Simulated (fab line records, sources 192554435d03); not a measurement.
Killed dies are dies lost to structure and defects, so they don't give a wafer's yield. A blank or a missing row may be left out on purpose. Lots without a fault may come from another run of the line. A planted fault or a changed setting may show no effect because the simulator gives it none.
A struck lot beside a sound one | flow n5_finfet | 14 steps out of a route of 1938
Sound: wafers L592.1, L592.2, L592.5. Struck: wafers L601.1, L601.3, L601.6. The cause comes at the end.
At each step with rows: each side's tool, then ch and its chambers, then its first start. Under that, the readings that differ: sound wafers | struck wafers | difference of the means | sigmas: that difference in standard deviations of wafers without a fault.
alike: readings whose means differ by less than 2 such deviations, and words and numbers that are the same on both sides. not compared: withheld readings, readings that some wafer has no value for, bounds like >300 that may hide the same value, and numbers for which the record gives no deviation and whose values overlap.
The two part at a step that has a row with sigmas, a row that says differs or no value, or rows on one side only. Numbers that don't overlap but have no deviation are shown without sigmas and don't part them. A reading that every wafer of one side lacks parts them only if that side has two wafers or more.

first, 1 step without rows for these wafers: N5_MIM_TOP_LITHO_HARDBAKE_09 (time 120 s).
N5_MIM_TOP_LITHO_CD_MEAS_08: target cd 2000 nm.
  sound on cd_sem-02 ch 0, day 12 07:29; struck on cd_sem-01 ch 0, day 15 13:06
  alike: cd_nm
N5_MIM_TOP_LITHO_OVL_MEAS_11:
  sound on overlay-02 ch 0, day 12 07:31; struck on overlay-01 ch 0, day 15 13:08
  alike: MIM_TOP_OVL
N5_MIM_TOP_LITHO_INSPECT_12: inspects for defects (macro).
  sound on defect_inspect-02, day 12 07:33; struck on defect_inspect-02, day 15 13:09
  alike: raw_defect_count
N5_MIM_TOP_LITHO_DESCUM_10: chemistry O2, time 7.9 s.
  sound on rie_diel-02 ch 1,2,3, day 12 07:35; struck on rie_diel-02 ch 0,2, day 15 13:11
  alike: drypump_motor_current_A, oes_product_au, rf_vpp_V, showerhead_plenum_p_Torr, throttle_valve_pct
  not compared: rf_hours_counter_h
N5_MIM_TOP_ETCH_ETCH_00: etches TiN in Cl2/BCl3, target depth 38.5 nm.
  sound on rie_metal-01 ch 0,1, day 12 07:40; struck on rie_metal-02 ch 0,1, day 15 13:17
  reading                | sound             | struck            | difference | sigmas
  throttle_valve_pct (%) | 22.52 22.54 22.53 | 22.76 22.89 22.88 | +0.31      | +2
  alike: drypump_motor_current_A, oes_ar_750_au, oes_product_au
  not compared: rf_hours_counter_h
N5_MIM_TOP_ETCH_STRIP_01: strips in O2.
  sound on rie_diel-01 ch 0,1,3, day 12 07:49; struck on rie_diel-01 ch 1,3, day 15 13:25
  alike: drypump_motor_current_A, oes_product_au, rf_vpp_V, showerhead_plenum_p_Torr, throttle_valve_pct
  not compared: rf_hours_counter_h
N5_MIM_TOP_ETCH_PECVD_03: deposits SiNx from SiH4/NH3/N2, target thk 20 nm, time 17.6 s.
  sound on pecvd-04 ch 0,1,2, day 12 07:53; struck on pecvd-01 ch 0,1,2, day 15 13:29
  alike: heater_power_w, showerhead_plenum_p_Torr, throttle_valve_pct
  not compared: since_wet_clean_h
then, 4 steps without rows for these wafers: N5_MIM_BOT_LITHO_HMDS_01 (time 60 s); N5_MIM_BOT_LITHO_COAT_02; N5_MIM_BOT_LITHO_EBR_04; N5_MIM_BOT_LITHO_SOFTBAKE_03 (time 90 s).
N5_MIM_BOT_LITHO_EXPOSE_05: exposes mask MIM BOT.
  sound on krf_scanner-01 ch 0, day 12 08:11; struck on krf_scanner-02, day 15 13:47
  no value came back on the struck wafers for exposure_dose_mJ_cm2, focus_offset_nm (nm), reticle_temp_C (C); on the sound wafers exposure_dose_mJ_cm2 reads 24.270 24.278 24.292
  alike: mask
then, 1 step without rows for these wafers: N5_MIM_BOT_LITHO_PEB_06.

WHERE THEY PART
First at N5_MIM_TOP_ETCH_ETCH_00; last, within this record, at N5_MIM_BOT_LITHO_EXPOSE_05.

WHY: what the simulator had put in
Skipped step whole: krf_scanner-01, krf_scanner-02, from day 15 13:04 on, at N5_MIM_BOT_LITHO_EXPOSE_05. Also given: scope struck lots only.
